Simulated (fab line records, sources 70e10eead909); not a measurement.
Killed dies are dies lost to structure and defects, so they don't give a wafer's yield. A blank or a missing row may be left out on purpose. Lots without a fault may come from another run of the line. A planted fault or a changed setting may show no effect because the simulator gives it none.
Problem report in the 8D (eight disciplines) form, filled by code | flow nand_harc | the parts of the form that need people (team, actions taken, sign-off) are left out

1. THE PROBLEM
throttle_valve_pct at NHARC_P_GATE_ETCH_32 reads a mean of 25.811 % on 2 wafers of 2 lots; wafers without a fault read 26.405 % with a standard deviation of 0.0098. That is -61 standard deviations from the usual mean.
The step: etches the open film in HBr/Cl2, target depth 150 nm, time 100.1 s.
First seen on wafer L467.1, day 6 22:32, on rie_si-06. The record holds 18 wafers of 6 lots with a number at this step. Rule for "out", or "out of limits": more than 4 standard deviations from the usual mean. The other wafers with a number count as sound.

2. WHAT IT IS AND WHAT IT IS NOT
question                    | is                               | is not
which readings at this step | throttle_valve_pct, mfc_cl2_sccm | drypump_motor_current_A, he_backside_leak_sccm, oes_product_au
which lots                  | L467, L469                       | L459, L465, L480, L482
which wafers of those lots  | L467.1, L469.2                   | L467.2, L467.5, L469.3, L469.4
read on which tools         | rie_si-06                        | rie_si-03
when                        | from day 6 22:32                 | up to then (8 sound wafers); but 8 sound wafers of L469, L480, L482 came after

3. SUSPECTS, AND WHAT RULES EACH OUT
Counting: a tool at a process step up to the reading stays a suspect if it ran every lot that is out. Sound lots after the first of them don't rule it out here, since some wafers of a struck lot are sound.
- rie_diel-07 at NHARC_P_GATE_DESCUM_31 (chemistry O2, time 3 s): kept. It ran every lot that is out, first L467 (day 6 22:03); its last sound lot up to then is L465 (day 6 00:21).
- rie_diel-07 at NHARC_P_GATE_ETCH_104 (etches the open film in CF4/CHF3, target depth 60 nm): kept. It ran every lot that is out, first L467 (day 6 22:08); its last sound lot up to then is L465 (day 6 00:26).
- rie_diel-07 at NHARC_P_GATE_HM_OPEN_105 (chemistry O2/COS, target depth 360 nm): kept. It ran every lot that is out, first L467 (day 6 22:32); its last sound lot up to then is L465 (day 6 00:49). NHARC_P_GATE_HM_OPEN_105 gives no start for some lots, so the hours and the order of its lots are those of NHARC_P_GATE_ETCH_32.
- rie_diel-07 at NHARC_P_GATE_ETCH_114 (etches the open film in CF4/O2, target depth 30 nm, overetch 3 nm, time 16.5 s): kept. It ran every lot that is out, first L467 (day 6 22:32); its last sound lot up to then is L465 (day 6 00:49). NHARC_P_GATE_ETCH_114 gives no start for some lots, so the hours and the order of its lots are those of NHARC_P_GATE_ETCH_32.
- rie_si-06 at NHARC_P_GATE_ETCH_32 (etches the open film in HBr/Cl2, target depth 150 nm, time 100.1 s): kept. It ran every lot that is out, first L467 (day 6 22:32); its last sound lot up to then is L459 (day 4 21:36). Its own readings are out on those wafers: mfc_cl2_sccm, throttle_valve_pct.
- Within rie_si-06 at NHARC_P_GATE_ETCH_32: the wafers that are out ran in chamber 0; their sound lot-mates ran in chambers 1, 2, 3.
Left after counting: rie_diel-07 at NHARC_P_GATE_DESCUM_31, rie_diel-07 at NHARC_P_GATE_ETCH_104, rie_diel-07 at NHARC_P_GATE_HM_OPEN_105, rie_diel-07 at NHARC_P_GATE_ETCH_114, rie_si-06 at NHARC_P_GATE_ETCH_32.

4. THE CAUSE (what the simulator had put in)
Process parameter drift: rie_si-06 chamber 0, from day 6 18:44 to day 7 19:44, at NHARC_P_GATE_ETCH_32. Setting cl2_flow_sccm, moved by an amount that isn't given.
Counting left 5 suspects, and this tool is among them.

5. THE CHAIN OF EFFECTS, in route order
Each row: a reading whose mean over the struck wafers that have a number lies more than 3 standard deviations from the usual. Only readings for which the record gives a usual standard deviation are gone through. hours: the time from each lot's start at the first step in this table that gives one to its start at this step, as a median over the lots. sigmas: the change in usual standard deviations.
hours | step                 | reading            | usual      | on struck wafers | change | sigmas
0     | NHARC_P_GATE_ETCH_32 | mfc_cl2_sccm       | 50.00 sccm | 39.95            | -10.05 | -59
0     | NHARC_P_GATE_ETCH_32 | throttle_valve_pct | 26.405 %   | 25.811           | -0.594 | -61
The process steps in it:
- NHARC_P_GATE_ETCH_32: etches the open film in HBr/Cl2, target depth 150 nm, time 100.1 s.
Later measuring or inspecting steps at which every struck wafer that the step has a row for has a number for every such reading, and none has moved that far: NHARC_END_SORT_01.

6. WHAT WOULD HAVE CAUGHT IT SOONER
In this record the first reading out of limits was taken at day 6 22:32, 4 hours after the fault began at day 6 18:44.
